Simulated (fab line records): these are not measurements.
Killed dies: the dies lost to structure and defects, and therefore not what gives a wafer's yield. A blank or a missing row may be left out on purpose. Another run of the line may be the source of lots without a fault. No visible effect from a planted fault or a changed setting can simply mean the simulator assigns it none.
Matching of chambers :: flow n5 finfet :: rie diel-01 running N5_BEOL_M9_STRIP_36: 4 sister chambers
The step strips in N2/H2. 4 wafers are shown with their chamber, then 11 later ones without.

## WAFERS WITH THEIR CHAMBER
wafer: L086.4
chamber: 1
showerhead plenum p Torr (Torr): 2.52

wafer: L091.1
chamber: 0
showerhead plenum p Torr (Torr): 2.54

wafer: L091.3
chamber: 3
showerhead plenum p Torr (Torr): 2.42

wafer: L093.2
chamber: 2
showerhead plenum p Torr (Torr): 2.49

## WAFERS WITHOUT THEIR CHAMBER
wafer: L093.3
showerhead plenum p Torr (Torr): 2.41

wafer: L093.4
showerhead plenum p Torr (Torr): 2.53

wafer: L097.2
showerhead plenum p Torr (Torr): 2.41

wafer: L097.4
showerhead plenum p Torr (Torr): 2.49

wafer: L097.5
showerhead plenum p Torr (Torr): 2.49

wafer: L096.1
showerhead plenum p Torr (Torr): 2.41

wafer: L096.2
showerhead plenum p Torr (Torr): 2.50

wafer: L096.4
showerhead plenum p Torr (Torr): 2.53

wafer: L095.2
showerhead plenum p Torr (Torr): 2.51

wafer: L095.3
showerhead plenum p Torr (Torr): 2.53

wafer: L095.4
showerhead plenum p Torr (Torr): 2.49

## WHICH CHAMBER EACH WENT THROUGH
wafer: L093.3
from the rows above: 3
in truth: 3

wafer: L093.4
from the rows above: can't be placed: 1 or 0
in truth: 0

wafer: L097.2
from the rows above: 3
in truth: 3

wafer: L097.4
from the rows above: 2
in truth: 2

wafer: L097.5
from the rows above: 2
in truth: 2

wafer: L096.1
from the rows above: 3
in truth: 3

wafer: L096.2
from the rows above: can't be placed: 2 or 1
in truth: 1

wafer: L096.4
from the rows above: can't be placed: 1 or 0
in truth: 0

wafer: L095.2
from the rows above: can't be placed: 1 or 2
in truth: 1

wafer: L095.3
from the rows above: can't be placed: 1 or 0
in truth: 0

wafer: L095.4
from the rows above: 2
in truth: 2
6 of 11 placed correctly. These rows do not allow placing 5 (true chamber among the candidates in 5). Number placed wrongly: 0.
How it was worked out, from the rows above alone: a wafer's distance from a chamber is the root of the sum, over the readings, of the square of ((its reading less the chamber's mean) divided by the reading's scatter). If the next closest chamber is less than 2 further off than the closest, the wafer can't be placed; otherwise it belongs to the closest. For every chamber, the mean is computed from those of its wafers that are shown. The scatter: root of mean squared gap, hidden wafer to nearest shown wafer, with one shown wafer a chamber.
